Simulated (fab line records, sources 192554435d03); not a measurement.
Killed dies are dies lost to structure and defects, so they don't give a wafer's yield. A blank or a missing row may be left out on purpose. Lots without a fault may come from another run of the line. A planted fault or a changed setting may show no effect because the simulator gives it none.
Which tool did it? | flow n5_finfet | 9 lots, 27 wafers sampled, at 8 steps of a route of 1938

WHAT THE GAUGES READ, wafer by wafer
N5_DUMMY_GATE_OVL_MEAS_16. Usual: GATE_OVL -0.4 nm, standard deviation 0.64.
lot  | measured    | on         | GATE_OVL (nm)   | flag
L302 | day 3 02:23 | overlay-01 | -0.4 -0.6 -0.5  |
L305 | day 3 22:08 | overlay-01 | -0.8 -1.1 0.1   |
L308 | day 4 10:05 | overlay-02 | -0.6 0.0 0.5    |
L315 | day 6 10:41 | overlay-02 | -4.4 -11.0 -4.8 | OFF
L316 | day 6 11:50 | overlay-01 | -4.9 -4.8 1.0   | OFF
L320 | day 7 11:25 | overlay-01 | -1.0 -1.3 -0.8  |
L321 | day 7 15:23 | overlay-01 | 0.1 -0.1 0.0    |
L323 | day 8 04:26 | overlay-02 | -0.6 -1.3 -1.2  |
L325 | day 8 18:31 | overlay-02 | -0.4 -0.3 -0.4  |

N5_DUMMY_GATE_CD_MEAS_24: target cd 15 nm. Usual: cd_nm 15.0 nm, standard deviation 0.43.
lot  | measured    | on        | cd_nm (nm)     | flag
L302 | day 3 03:21 | cd_sem-01 | 14.9 15.0 14.6 |
L305 | day 3 23:06 | cd_sem-02 | 14.9 15.1 15.4 |
L308 | day 4 11:02 | cd_sem-01 | 14.9 14.2 14.2 |
L315 | day 6 12:02 | cd_sem-03 | - - -          | OFF
L316 | day 6 12:59 | cd_sem-03 | - - -          | OFF
L320 | day 7 12:22 | cd_sem-03 | 15.8 15.5 15.4 |
L321 | day 7 16:22 | cd_sem-03 | 14.5 15.6 14.4 |
L323 | day 8 06:11 | cd_sem-03 | 15.0 15.1 15.4 |
L325 | day 8 19:29 | cd_sem-02 | 13.9 15.2 14.5 |

N5_DUMMY_GATE_INSPECT_27: inspects for defects (brightfield). Usual: raw_defect_count 309, standard deviation 81.
lot  | measured    | on                | raw_defect_count | flag
L302 | day 3 03:39 | defect_inspect-02 | 345 337 295      |
L305 | day 3 23:23 | defect_inspect-01 | 295 257 343      |
L308 | day 4 11:30 | defect_inspect-02 | 297 229 210      |
L315 | day 6 12:25 | defect_inspect-02 | 2659 2542 2591   | OFF
L316 | day 6 13:20 | defect_inspect-02 | 2628 2622 2646   | OFF
L320 | day 7 12:39 | defect_inspect-02 | 418 457 519      |
L321 | day 7 16:39 | defect_inspect-01 | 331 269 466      |
L323 | day 8 06:28 | defect_inspect-01 | 193 329 237      |
L325 | day 8 19:46 | defect_inspect-02 | 276 249 214      |

N5_BEOL_M4_RC_MEAS_101. Usual: DIBL_N 37.1 mV/V, standard deviation 1.8; DIBL_P 37.2 mV/V, standard deviation 2.1; IOFF_N 0.17 nA/um, standard deviation 0.033; IOFF_P 0.22 nA/um, standard deviation 0.037; ION_N 680 uA/um, standard deviation 11; ION_P 464 uA/um, standard deviation 7.7; SS_N 71.7 mV/dec, standard deviation 0.63; SS_P 73.6 mV/dec, standard deviation 0.67; VT_N 248.9 mV, standard deviation 2.9; VT_P -251 mV, standard deviation 3.6.
lot  | measured     | on        | DIBL_N (mV/V)  | DIBL_P (mV/V)  | IOFF_N (nA/um) | IOFF_P (nA/um) | ION_N (uA/um) | ION_P (uA/um) | SS_N (mV/dec)  | SS_P (mV/dec)  | VT_N (mV)         | VT_P (mV)      | flag
L302 | day 9 21:03  | prober-02 | 37.9 38.6 38.9 | 37.9 38.6 40.7 | 0.17 0.19 0.21 | 0.20 0.22 0.26 | 671 677 713   | 454 459 480   | 72.0 72.0 71.7 | 73.3 73.4 73.4 | 250.8 247.7 244.9 | -250 -249 -249 |
L305 | day 8 22:56  | prober-02 | 38.7 35.8 34.1 | 40.6 36.7 33.8 | 0.22 0.14 0.12 | 0.26 0.18 0.15 | 701 676 667   | 473 455 454   | 72.0 71.4 71.0 | 74.6 73.2 72.5 | 242.9 251.4 251.3 | -248 -256 -256 |
L308 | day 9 19:16  | prober-02 | 36.6 37.9 38.8 | 35.3 38.5 38.1 | 0.14 0.18 0.19 | 0.16 0.22 0.21 | 663 684 681   | 449 464 463   | 72.0 72.4 71.7 | 72.9 74.1 74.2 | 253.8 248.7 249.6 | -254 -253 -253 |
L320 | day 12 22:56 | prober-01 | 33.3 34.7 34.8 | 35.1 36.7 38.0 | 0.13 0.14 0.15 | 0.18 0.21 0.23 | 675 682 678   | 461 465 470   | 70.6 70.8 71.7 | 73.1 72.9 74.3 | 252.0 249.0 249.5 | -251 -250 -248 |
L321 | day 13 19:06 | prober-02 | 37.3 38.2 41.6 | 37.1 37.8 41.5 | 0.17 0.20 0.29 | 0.22 0.24 0.31 | 703 677 701   | 478 462 477   | 72.3 71.6 72.4 | 73.7 74.4 75.2 | 246.6 245.7 241.5 | -249 -250 -244 |
L323 | day 14 06:01 | prober-01 | 38.4 37.4 37.3 | 37.9 36.2 35.7 | 0.20 0.18 0.17 | 0.24 0.22 0.21 | 695 678 666   | 469 461 461   | 72.2 72.0 71.5 | 74.3 73.4 73.1 | 243.4 247.8 249.1 | -249 -251 -252 |
L325 | day 14 13:47 | prober-02 | 40.8 35.2 37.1 | 40.8 34.0 36.9 | 0.27 0.13 0.18 | 0.34 0.20 0.25 | 703 677 679   | 477 463 467   | 73.1 72.0 71.7 | 74.0 72.0 73.6 | 242.1 251.3 248.0 | -241 -248 -244 |

WHICH TOOL RAN EACH LOT (tool, then ch and the chambers of the sampled wafers, then the start)
lot  | N5_STI_FIN_REVEAL_ALD_14         | N5_STI_FIN_REVEAL_OXIDATION_33      | N5_DUMMY_GATE_CMP_04         | N5_DUMMY_GATE_HM_DEP_06
L302 | ald_sin-02 ch 0,1,2, day 2 04:26 | plasma_asher-01 ch 0,1, day 2 13:02 | cmp-04 ch 0,1,2, day 2 21:55 | lpcvd-02 ch 1/15,1/34,1/39, day 2 22:05
L305 | ald_sin-01 ch 1,2, day 3 00:15   | plasma_asher-02 ch 0,1, day 3 09:11 | cmp-02 ch 0,2,3, day 3 15:40 | lpcvd-01 ch 0/40,0/50,0/64, day 3 15:52
L308 | ald_sin-04 ch 1,3, day 3 15:50   | plasma_asher-01 ch 0,1, day 4 00:24 | cmp-03 ch 1,2,3, day 4 05:23 | lpcvd-02 ch 1/40,1/50,1/64, day 4 05:39
L315 | ald_sin-01 ch 0,1,3, day 5 12:50 | plasma_asher-01 ch 0,1, day 5 21:11 | cmp-03 ch 1,3, day 6 02:23   | lpcvd-01 ch 0/100,0/114,0/90, day 6 06:16
L316 | ald_sin-04 ch 1,2, day 5 17:20   | plasma_asher-01 ch 0,1, day 6 01:49 | cmp-02 ch 1,3, day 6 06:25   | lpcvd-02 ch 1/100,1/109,1/95, day 6 07:22
L320 | ald_sin-04 ch 0,2, day 6 17:59   | plasma_asher-01 ch 0,1, day 7 02:31 | cmp-02 ch 0,1,3, day 7 06:43 | lpcvd-01 ch 1/50,1/54,1/64, day 7 06:59
L321 | ald_sin-02 ch 0,1,3, day 6 22:04 | plasma_asher-02 ch 0,1, day 7 06:28 | cmp-02 ch 0,1,3, day 7 10:43 | lpcvd-02 ch 1/65,1/70,1/79, day 7 10:58
L323 | ald_sin-04 ch 0,1,2, day 7 10:16 | plasma_asher-02 ch 0,1, day 7 19:19 | cmp-04 ch 1,2,3, day 7 23:52 | lpcvd-02 ch 1/100,1/104,1/95, day 8 00:08
L325 | ald_sin-01 ch 0,1,3, day 8 00:40 | plasma_asher-02 ch 0,1, day 8 09:08 | cmp-04 ch 0,1,2, day 8 13:58 | lpcvd-01 ch 0/45,0/54,0/59, day 8 14:12
- N5_STI_FIN_REVEAL_ALD_14: deposits Si3N4, target thk 3 nm.
- N5_STI_FIN_REVEAL_OXIDATION_33: chemistry O2 PLASMA REMOTE, time 20 s.
- N5_DUMMY_GATE_CMP_04: polishes a-Si.
- N5_DUMMY_GATE_HM_DEP_06: deposits SiNx from DCS/NH3, target thk 80 nm, time 5141 s.

WHAT THE TOOLS THEMSELVES READ (means of the sampled wafers that have a number; where no wafer has one, the mark that the record gives instead)
N5_STI_FIN_REVEAL_ALD_14. Usual: heater_power_w 875 W, standard deviation 84.
lot  | tool       | heater_power_w (W) | flag
L302 | ald_sin-02 | 868                |
L305 | ald_sin-01 | 861                |
L308 | ald_sin-04 | 885                |
L315 | ald_sin-01 | 858                |
L316 | ald_sin-04 | 975                |
L320 | ald_sin-04 | 1012               |
L321 | ald_sin-02 | 895                |
L323 | ald_sin-04 | 945                |
L325 | ald_sin-01 | 846                |

N5_STI_FIN_REVEAL_OXIDATION_33. Usual: chamber_pressure_mTorr 1000.0 mTorr, standard deviation 1.3; drypump_motor_current_A 5.8 A, standard deviation 0.46; heater_power_w 158 W, standard deviation 18.
lot  | tool            | chamber_pressure_mTorr (mTorr) | drypump_motor_current_A (A) | heater_power_w (W) | flag
L302 | plasma_asher-01 | 1000.2                         | 5.8                         | 132                |
L305 | plasma_asher-02 | 999.4                          | 5.6                         | 171                |
L308 | plasma_asher-01 | 1000.1                         | 5.9                         | 141                |
L315 | plasma_asher-01 | 999.8                          | 5.8                         | 136                |
L316 | plasma_asher-01 | 999.3                          | 5.8                         | 134                |
L320 | plasma_asher-01 | 999.0                          | 5.8                         | 134                |
L321 | plasma_asher-02 | 999.1                          | 5.9                         | 173                |
L323 | plasma_asher-02 | 1000.5                         | 5.6                         | 172                |
L325 | plasma_asher-02 | 1003.4                         | 5.6                         | 171                |

N5_DUMMY_GATE_CMP_04. Usual: motor_current_A 10.1 A, standard deviation 0.7; pad_life_wafers 911, standard deviation 660; time_to_endpoint_s 11.9 s, standard deviation 2.8.
lot  | tool   | motor_current_A (A) | pad_life_wafers | time_to_endpoint_s (s) | flag
L302 | cmp-04 | 10.9                | 693             | 13.5                   |
L305 | cmp-02 | 10.2                | 1664            | 9.5                    |
L308 | cmp-03 | 9.8                 | 175             | 14.7                   |
L315 | cmp-03 | 9.6                 | 566             | 12.0                   |
L316 | cmp-02 | 9.7                 | 20              | 13.5                   |
L320 | cmp-02 | 10.1                | 217             | 11.0                   |
L321 | cmp-02 | 10.0                | 260             | 11.8                   |
L323 | cmp-04 | 10.1                | 1597            | 10.7                   |
L325 | cmp-04 | 11.1                | 1748            | 11.9                   |

N5_DUMMY_GATE_HM_DEP_06. Usual: pressure_mtorr 299.9 mTorr, standard deviation 0.35; spike_tc_bottom_C 721.5 C, standard deviation 2.2; zone_power_top_pct 22.46 %, standard deviation 0.24.
lot  | tool     | pressure_mtorr (mTorr) | spike_tc_bottom_C (C) | zone_power_top_pct (%) | flag
L302 | lpcvd-02 | 300.1                  | 722.1                 | 22.16                  |
L305 | lpcvd-01 | 299.4                  | 724.7                 | 22.70                  |
L308 | lpcvd-02 | 300.1                  | 721.7                 | 22.18                  |
L315 | lpcvd-01 | -                      | -                     | -                      | OFF
L316 | lpcvd-02 | -                      | -                     | -                      | OFF
L320 | lpcvd-01 | 300.1                  | 721.0                 | 22.75                  |
L321 | lpcvd-02 | 299.9                  | 723.2                 | 22.24                  |
L323 | lpcvd-02 | 300.4                  | 722.3                 | 22.14                  |
L325 | lpcvd-01 | 300.1                  | 723.7                 | 22.66                  |

THE ANSWER, worked out from the rows above alone
Rule: a lot is off if the mean of its wafers that have a number lies more than 3 standard deviations from the usual mean. A lot without any number at a reading at which 4 lots or more have one is off too. The other lots that the step has rows for count as sound. The gauges are gone through in route order, then the tools' own readings, and for those a lot's mean is taken as printed above. The first step at which some lot is off is used, and at that step the reading that is off furthest; a lot without a number counts as furthest.
Off: L315, L316, at N5_DUMMY_GATE_OVL_MEAS_16 (GATE_OVL).
A tool fits if, at a process step before that reading, it ran every lot that is off, and no sound lot after the first of them. The gauges at N5_DUMMY_GATE_OVL_MEAS_16 aren't tried: what is off there is off at N5_DUMMY_GATE_CD_MEAS_24 too, on other tools, and a gauge's error can't cause that. None of those tried fits.

WHAT THE SIMULATOR HAD PUT IN
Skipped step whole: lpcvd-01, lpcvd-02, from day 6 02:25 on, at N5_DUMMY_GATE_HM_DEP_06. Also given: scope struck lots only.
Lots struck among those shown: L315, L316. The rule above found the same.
